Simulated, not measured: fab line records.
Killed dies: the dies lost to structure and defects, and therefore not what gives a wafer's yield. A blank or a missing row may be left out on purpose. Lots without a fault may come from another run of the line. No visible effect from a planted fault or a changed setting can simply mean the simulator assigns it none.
Chamber matching :: flow n5Finfet :: N5_PASSIVATION_PECVD_35 on pecvd-02 has 3 sister chambers
The step deposits SiNx from SiH4/NH3/N2, target thk 700 nm, time 151.3 s. 6 wafers are shown with their chamber, then 7 later ones without.

WAFERS PAIRED WITH THEIR CHAMBERS
wafer: L380.4
chamber: 2
showerheadPlenumPTorr (Torr): 8.66
heaterPowerW (W): 363

wafer: L379.2
chamber: 2
showerheadPlenumPTorr (Torr): 8.64
heaterPowerW (W): 349

wafer: L385.3
chamber: 1
showerheadPlenumPTorr (Torr): 8.70
heaterPowerW (W): 390

wafer: L385.6
chamber: 0
showerheadPlenumPTorr (Torr): 8.59
heaterPowerW (W): 190

wafer: L391.2
chamber: 1
showerheadPlenumPTorr (Torr): 8.72
heaterPowerW (W): 407

wafer: L391.3
chamber: 0
showerheadPlenumPTorr (Torr): 8.55
heaterPowerW (W): 154

WAFERS WHOSE CHAMBER IS MISSING
wafer: L391.6
showerheadPlenumPTorr (Torr): 8.57
heaterPowerW (W): 188

wafer: L390.1
showerheadPlenumPTorr (Torr): 8.69
heaterPowerW (W): 460

wafer: L390.3
showerheadPlenumPTorr (Torr): 8.65
heaterPowerW (W): 411

wafer: L390.6
showerheadPlenumPTorr (Torr): 8.70
heaterPowerW (W): 483

wafer: L392.4
showerheadPlenumPTorr (Torr): 8.68
heaterPowerW (W): 481

wafer: L392.5
showerheadPlenumPTorr (Torr): 8.56
heaterPowerW (W): 212

wafer: L392.6
showerheadPlenumPTorr (Torr): 8.66
heaterPowerW (W): 280

THE CHAMBER EACH PASSED THROUGH
wafer: L391.6
from the rows above: 0
in truth: 0

wafer: L390.1
from the rows above: 1
in truth: 1

wafer: L390.3
from the rows above: can't be placed: 1 or 2
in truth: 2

wafer: L390.6
from the rows above: 1
in truth: 1

wafer: L392.4
from the rows above: 1
in truth: 1

wafer: L392.5
from the rows above: 0
in truth: 0

wafer: L392.6
from the rows above: 2
in truth: 2
Correct placement for 6 of the 7. Can't be placed from these rows: 1 (the true chamber is among the candidates in 1). 0 placed wrongly.
How it was worked out, from the rows above alone: a wafer's distance from a chamber is the root of the sum, over the readings, of the square of ((its reading less the chamber's mean) divided by the reading's scatter). If the next closest chamber is less than 2 further off than the closest, the wafer can't be placed; otherwise it belongs to the closest. The mean given for a chamber averages the wafers shown for that chamber. The scatter: the root of (the sum of the squares of (reading less its chamber's mean) over the shown wafers, divided by (wafers less chambers)).
